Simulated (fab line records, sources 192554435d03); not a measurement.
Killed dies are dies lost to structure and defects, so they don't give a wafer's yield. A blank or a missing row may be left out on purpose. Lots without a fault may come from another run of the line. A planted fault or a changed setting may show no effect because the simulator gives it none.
Which tool did it? | flow n5_finfet | 10 lots, 30 wafers sampled, at 5 steps of a route of 1938

WHAT THE GAUGES READ, wafer by wafer
N5_PMOS_HMC_CHANNEL_EPI_THK_MEAS_22. Usual: HMC_CMP_THK 54.1 nm, standard deviation 1.2.
lot  | measured    | on            | HMC_CMP_THK (nm) | flag
L771 | day 2 01:55 | film_metro-01 | 54.7 54.7 52.6   |
L775 | day 3 01:22 | film_metro-01 | 53.9 55.1 55.5   |
L777 | day 3 13:41 | film_metro-01 | 52.8 53.4 53.2   |
L781 | day 4 14:03 | film_metro-02 | 55.5 54.6 54.0   |
L782 | day 4 20:16 | film_metro-01 | 54.4 54.9 54.3   |
L783 | day 5 01:32 | film_metro-02 | 52.9 52.5 53.4   |
L786 | day 5 19:47 | film_metro-02 | 53.8 55.5 53.2   |
L787 | day 6 01:57 | film_metro-01 | 52.8 54.7 54.9   |
L789 | day 6 13:42 | film_metro-01 | 54.8 54.3 54.4   |
L792 | day 7 08:02 | film_metro-01 | 55.0 52.4 53.3   |

N5_BEOL_M4_RC_MEAS_101. Usual: DIBL_N 36.8 mV/V, standard deviation 2.2; DIBL_P 37.0 mV/V, standard deviation 2.8; IOFF_N 0.18 nA/um, standard deviation 0.043; IOFF_P 0.23 nA/um, standard deviation 0.05; ION_N 680 uA/um, standard deviation 14; ION_P 466 uA/um, standard deviation 9.1; SS_N 71.7 mV/dec, standard deviation 0.74; SS_P 73.5 mV/dec, standard deviation 0.79; VT_N 248 mV, standard deviation 4; VT_P -249 mV, standard deviation 4.1.
lot  | measured     | on        | DIBL_N (mV/V)  | DIBL_P (mV/V)  | IOFF_N (nA/um) | IOFF_P (nA/um) | ION_N (uA/um) | ION_P (uA/um) | SS_N (mV/dec)  | SS_P (mV/dec)  | VT_N (mV)   | VT_P (mV)      | flag
L771 | day 8 09:34  | prober-02 | 37.8 34.9 38.9 | 36.7 33.9 38.6 | 0.16 0.13 0.19 | 0.19 0.17 0.23 | 666 677 688   | 450 462 463   | 71.9 69.7 71.8 | 73.9 73.0 73.7 | 249 252 248 | -254 -255 -251 |
L775 | day 9 11:35  | prober-01 | 36.2 39.3 36.2 | 37.8 41.7 38.4 | 0.16 0.21 0.15 | 0.20 0.29 0.20 | 681 692 676   | 464 469 463   | 72.4 73.0 71.3 | 72.9 74.6 72.4 | 250 247 249 | -251 -248 -251 |
L777 | day 9 11:29  | prober-02 | 37.2 34.5 38.6 | 36.0 33.0 38.7 | 0.17 0.13 0.20 | 0.22 0.18 0.26 | 678 658 677   | 465 457 469   | 72.8 71.3 72.6 | 73.9 72.6 73.6 | 248 250 246 | -248 -250 -246 |
L781 | day 10 16:55 | prober-02 | 34.7 41.5 35.7 | 34.0 41.0 35.2 | 0.14 0.31 0.15 | 0.24 0.40 0.25 | 676 701 664   | 480 489 473   | 70.9 72.6 70.8 | 73.9 74.7 72.8 | 251 239 253 | -245 -237 -245 |
L782 | day 10 22:02 | prober-01 | 36.0 34.0 36.7 | 34.8 31.5 34.3 | 0.18 0.13 0.18 | 0.22 0.17 0.21 | 691 668 687   | 467 462 474   | 71.4 70.7 71.0 | 72.5 71.9 72.6 | 247 255 249 | -250 -251 -248 |
L783 | day 11 07:29 | prober-02 | 36.1 35.9 37.0 | 36.5 35.4 37.1 | 0.15 0.16 0.17 | 0.20 0.20 0.23 | 674 684 683   | 462 460 463   | 71.9 71.3 71.3 | 73.4 73.3 73.4 | 251 248 248 | -251 -251 -248 |
L786 | day 11 15:13 | prober-02 | 38.0 38.0 34.9 | 35.6 37.6 31.6 | 0.16 0.18 0.12 | 0.18 0.21 0.13 | 675 678 662   | 453 454 448   | 71.6 72.3 71.6 | 73.2 73.6 72.1 | 249 249 254 | -254 -251 -256 |
L787 | day 11 20:49 | prober-02 | 38.1 40.9 38.4 | 35.3 38.5 35.4 | 0.18 0.22 0.16 | 0.24 0.30 0.23 | 688 693 669   | 475 478 459   | 72.0 72.2 71.9 | 73.1 74.1 73.5 | 249 243 252 | -246 -244 -248 |
L789 | day 12 20:40 | prober-01 | 33.8 36.8 38.4 | 32.3 36.9 38.7 | 0.13 0.18 0.23 | 0.18 0.25 0.27 | 664 682 700   | 461 468 479   | 71.4 71.5 71.8 | 72.0 72.8 73.7 | 253 247 242 | -252 -249 -248 |
L792 | day 13 10:34 | prober-01 | 33.4 37.3 35.5 | 34.3 39.2 37.2 | 0.12 0.20 0.15 | 0.17 0.25 0.22 | 671 687 670   | 460 468 466   | 70.6 71.6 71.4 | 73.1 73.7 73.1 | 256 246 251 | -255 -250 -250 |

WHICH TOOL RAN EACH LOT (tool, then ch and the chambers of the sampled wafers, then the start)
lot  | N5_PMOS_HMC_CHANNEL_EPI_EPI_26 | N5_FIN_SAQP_ALD_61               | N5_FIN_SAQP_COAT_49
L771 | epi_rpcvd-02 ch 0, day 2 02:01 | ald_sin-02 ch 0,2, day 2 02:53   | litho_track-05 ch 0, day 2 03:44
L775 | epi_rpcvd-04 ch 0, day 3 01:28 | ald_sin-04 ch 0,2, day 3 02:00   | litho_track-05 ch 0, day 3 02:53
L777 | epi_rpcvd-02 ch 0, day 3 13:51 | ald_sin-03 ch 0,1, day 3 14:17   | litho_track-05 ch 0, day 3 15:13
L781 | epi_rpcvd-02 ch 0, day 4 14:16 | ald_sin-04 ch 2,3, day 4 15:37   | litho_track-05 ch 0, day 4 16:32
L782 | epi_rpcvd-03 ch 0, day 4 20:22 | ald_sin-03 ch 0,2,3, day 4 20:52 | litho_track-04 ch 0, day 4 21:44
L783 | epi_rpcvd-02 ch 0, day 5 01:39 | ald_sin-03 ch 0,2, day 5 02:08   | litho_track-05 ch 0, day 5 03:01
L786 | epi_rpcvd-02 ch 0, day 5 19:54 | ald_sin-02 ch 1,2, day 5 20:23   | litho_track-05 ch 0, day 5 21:30
L787 | epi_rpcvd-04 ch 0, day 6 02:07 | ald_sin-04 ch 0,1,2, day 6 02:39 | litho_track-05 ch 0, day 6 03:29
L789 | epi_rpcvd-02 ch 0, day 6 13:51 | ald_sin-04 ch 0,1,3, day 6 14:18 | litho_track-04 ch 0, day 6 15:12
L792 | epi_rpcvd-03 ch 0, day 7 08:08 | ald_sin-03 ch 1,2,3, day 7 09:30 | litho_track-04 ch 0, day 7 10:20
- N5_PMOS_HMC_CHANNEL_EPI_EPI_26: deposits Si from SiH4/H2, target thk 3.8 nm, time 22.7 s.
- N5_FIN_SAQP_ALD_61: deposits SiO2, target thk 4 nm, pulse time 1 s, purge time 2 s.
- N5_FIN_SAQP_COAT_49: time 60 s, resist thk 100 nm.

WHAT THE TOOLS THEMSELVES READ (means of the sampled wafers that have a number; where no wafer has one, the mark that the record gives instead)
N5_PMOS_HMC_CHANNEL_EPI_EPI_26. Usual: throttle_valve_pct 11.26 %, standard deviation 0.19.
lot  | tool         | throttle_valve_pct (%) | flag
L771 | epi_rpcvd-02 | 11.26                  |
L775 | epi_rpcvd-04 | 11.27                  |
L777 | epi_rpcvd-02 | 11.06                  |
L781 | epi_rpcvd-02 | 11.27                  |
L782 | epi_rpcvd-03 | 11.45                  |
L783 | epi_rpcvd-02 | 11.22                  |
L786 | epi_rpcvd-02 | 11.14                  |
L787 | epi_rpcvd-04 | 11.35                  |
L789 | epi_rpcvd-02 | 11.25                  |
L792 | epi_rpcvd-03 | 11.47                  |

N5_FIN_SAQP_ALD_61. Usual: heater_power_w 444 W, standard deviation 59; precursor_pulse_height_rel 1.000, standard deviation 0.019.
lot  | tool       | heater_power_w (W) | precursor_pulse_height_rel | flag
L771 | ald_sin-02 | 498                | 1.028                      |
L775 | ald_sin-04 | 422                | 0.976                      |
L777 | ald_sin-03 | 436                | 0.992                      |
L781 | ald_sin-04 | 415                | 0.994                      |
L782 | ald_sin-03 | 441                | 1.002                      |
L783 | ald_sin-03 | 453                | 1.007                      |
L786 | ald_sin-02 | 574                | 1.020                      |
L787 | ald_sin-04 | 433                | 0.990                      |
L789 | ald_sin-04 | 410                | 0.998                      |
L792 | ald_sin-03 | 453                | 1.013                      |

N5_FIN_SAQP_COAT_49. Usual: exhaust_pa 45.1 Pa, standard deviation 0.87; heater_power_total_W 500.6 W, standard deviation 1.9; resist_line_temp_C 23.03 C, standard deviation 0.11; spin_speed_rpm 1500.0 rpm, standard deviation 0.91.
lot  | tool           | exhaust_pa (Pa) | heater_power_total_W (W) | resist_line_temp_C (C) | spin_speed_rpm (rpm) | flag
L771 | litho_track-05 | 45.8            | 500.6                    | 23.20                  | 1498.2               |
L775 | litho_track-05 | 44.4            | 499.7                    | 23.12                  | 1499.4               |
L777 | litho_track-05 | 45.3            | 502.5                    | 23.05                  | 1499.8               |
L781 | litho_track-05 | 45.2            | 499.2                    | 22.99                  | 1499.9               |
L782 | litho_track-04 | 44.4            | 501.1                    | 23.13                  | 1500.3               |
L783 | litho_track-05 | 45.4            | 499.6                    | 22.94                  | 1347.9               | OFF
L786 | litho_track-05 | 46.5            | 498.8                    | 22.92                  | 1347.2               | OFF
L787 | litho_track-05 | 45.4            | 499.9                    | 22.95                  | 1347.4               | OFF
L789 | litho_track-04 | 43.7            | 501.3                    | 23.16                  | 1500.0               |
L792 | litho_track-04 | 44.7            | 502.3                    | 23.09                  | 1500.7               |

THE ANSWER, worked out from the rows above alone
Rule: a lot is off if the mean of its wafers that have a number lies more than 3 standard deviations from the usual mean. A lot without any number at a reading at which 4 lots or more have one is off too. The other lots that the step has rows for count as sound. The gauges are gone through in route order, then the tools' own readings, and for those a lot's mean is taken as printed above. The first step at which some lot is off is used, and at that step the reading that is off furthest; a lot without a number counts as furthest.
Off: L783, L786, L787, at N5_FIN_SAQP_COAT_49 (spin_speed_rpm).
A tool fits if, at that step or a process step before it, it ran every lot that is off, and no sound lot after the first of them. One fits: litho_track-05 at N5_FIN_SAQP_COAT_49. Its last sound lot is L781 (day 4 16:32), its first lot that is off L783 (day 5 03:01): a fault that began between those two fits.
The tool's own readings at N5_FIN_SAQP_COAT_49 bear it out: on the lots that are off they differ by more than 5 times the standard deviation of the sound lots' means. spin_speed_rpm reads 1347.5 rpm there against 1499.8 rpm on the sound lots.

WHAT THE SIMULATOR HAD PUT IN
Process parameter drift: litho_track-05, from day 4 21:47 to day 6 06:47, at N5_FIN_SAQP_COAT_49. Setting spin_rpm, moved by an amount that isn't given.
Lots struck among those shown: L783, L786, L787. The rule above found the same.
